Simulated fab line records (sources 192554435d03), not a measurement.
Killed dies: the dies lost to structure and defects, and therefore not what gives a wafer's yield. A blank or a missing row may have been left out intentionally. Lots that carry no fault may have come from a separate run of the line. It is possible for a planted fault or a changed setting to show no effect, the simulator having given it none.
8D (eight disciplines) problem report, filled in by code / flow n5_finfet / the parts of the form that need people (team, actions taken, sign-off) are left out

== 1. THE PROBLEM ==
Wafers without a fault read 1499.9 rpm, standard deviation 0.88; spin_speed_rpm at N5_BEOL_M11_COAT_63 reads a mean of 1259.5 rpm on 6 wafers belonging to 2 lots. So: -99 or more standard deviations from the usual mean.
The step: time 60 s, resist thk 100 nm.
First observed at day 14 08:46: wafer L837.1, on litho_track-04. The record holds 30 wafers of 10 lots with a number at this step. Rule for "out" (also "out of limits"): further than 4 standard deviations from the usual mean. The rest of the wafers with a number are treated as sound.

== 2. WHAT IT IS AND WHAT IT IS NOT ==
question=which readings at this step | is=spin_speed_rpm | is not=-
question=which lots | is=L837, L839 | is not=L821, L822, L823, L826, L831, L840, L843, L844
question=which wafers of those lots | is=all that have a number | is not=-
question=read on which tools | is=litho_track-04 | is not=litho_track-02, litho_track-05
question=when | is=from day 14 08:46 | is not=up to then (15 sound wafers); but 9 sound wafers of L840, L843, L844 came after

== 3. SUSPECTS, AND WHAT RULES EACH OUT ==
Counting: any tool at a process step up to the reading is kept as a suspect provided that every lot that is out went through it and no sound lot did after the first of them.
- rie_diel-05 at N5_BEOL_M11_DESCUM_16 (chemistry O2, time 7.9 s): ruled out as a lasting fault. Following L837 (day 14 08:10), the first lot on it that is out, the sound lots L843 were run on it.
- rie_diel-03 at N5_BEOL_M11_STRIP_19 (strips in O2): ruled out as a lasting fault. Following L837 (day 14 08:40), the first lot on it that is out, the sound lots L840, L843 were run on it.
- litho_track-04 at N5_BEOL_M11_COAT_63 (time 60 s, resist thk 100 nm): kept. All lots that are out passed through it, beginning with L837 at day 14 08:46, and no sound lot followed; its final sound lot before that point was L831 at day 12 07:52. Out on those wafers are its own readings of spin_speed_rpm.
Left after counting: litho_track-04 at N5_BEOL_M11_COAT_63.

== 4. THE CAUSE (what the simulator had put in) ==
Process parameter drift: litho_track-04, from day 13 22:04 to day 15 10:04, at N5_BEOL_M11_COAT_63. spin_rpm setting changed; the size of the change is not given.
Only this tool survived the counting.

== 5. SEQUENCE OF EFFECTS, ordered by route ==
One row per reading whose mean, taken over the struck wafers that have a number, lies over 3 standard deviations from the usual. Readings are gone through only where the record gives a usual standard deviation; hours: the median, over the lots, of the time from a lot's start at the first step in this table giving one to that lot's start at this step; sigmas: the change measured in usual standard deviations.
hours=0; step=N5_BEOL_M11_COAT_63; reading=spin_speed_rpm; usual=1499.9 rpm; on struck wafers=1259.5; change=-240.4; sigmas=-99 or more
The process steps in it:
- N5_BEOL_M11_COAT_63: time 60 s, resist thk 100 nm.

== 6. WHAT WOULD HAVE CAUGHT IT SOONER ==
In this record no reading fell out of limits until day 14 08:46, 11 hours after the fault had begun at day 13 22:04.
